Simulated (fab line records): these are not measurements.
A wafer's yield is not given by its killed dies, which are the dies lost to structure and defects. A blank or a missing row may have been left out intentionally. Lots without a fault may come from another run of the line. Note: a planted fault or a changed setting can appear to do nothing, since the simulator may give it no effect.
Chamber matching -- flow n5 finfet -- ald metal-02 running N5_BEOL_M1_ALD_84: 4 sister chambers
The step deposits TaN, pulse time 2 s, purge time 3 s, co reactant purge time 2 s. 22 wafers are shown with their chamber, then 11 later ones without.

WAFERS, EACH WITH ITS CHAMBER
wafer,chamber,heater power w (W)
L074.1,3,510
L074.3,1,374
L074.6,1,375
L075.1,0,427
L075.3,1,381
L075.4,3,501
L077.1,3,496
L077.3,1,375
L077.6,1,370
L078.2,3,505
L078.4,0,436
L078.5,3,512
L080.2,1,381
L080.4,3,495
L080.5,0,436
L084.2,3,497
L084.3,2,434
L084.5,2,446
L086.1,3,504
L086.3,2,424
L086.4,0,430
L092.3,0,439

SIGNATURES (means of the wafers above)
reading,chamber 0,chamber 1,chamber 2,chamber 3,scatter within a chamber
heater power w,433.60,376.00,434.67,502.50,6.32
Rule: a wafer's distance from a chamber is the root of the sum, over the readings, of the square of ((its reading less the chamber's mean) divided by the reading's scatter). The wafer belongs to the nearest chamber; if the next one is less than 2 further off, it can't be placed. The scatter is the square root of a quotient: the sum, over the shown wafers, of each reading's squared deviation from its chamber's mean, divided by wafers minus chambers.

WAFERS WITH NO CHAMBER GIVEN
wafer,heater power w (W)
L092.4,501
L092.6,446
L093.3,432
L093.4,374
L093.6,371
L096.1,373
L096.5,446
L096.6,496
L097.1,435
L097.2,430
L097.3,373

THE CHAMBER EACH PASSED THROUGH
wafer,from the rows above,in truth
L092.4,3,3
L092.6,can't be placed: 2 or 0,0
L093.3,can't be placed: 0 or 2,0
L093.4,1,1
L093.6,1,1
L096.1,1,1
L096.5,can't be placed: 2 or 0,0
L096.6,3,3
L097.1,can't be placed: 2 or 0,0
L097.2,can't be placed: 0 or 2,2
L097.3,1,1
Correctly placed: 6 of 11. Can't be placed from these rows: 5 (the true chamber is among the candidates in 5). Number placed wrongly: 0.
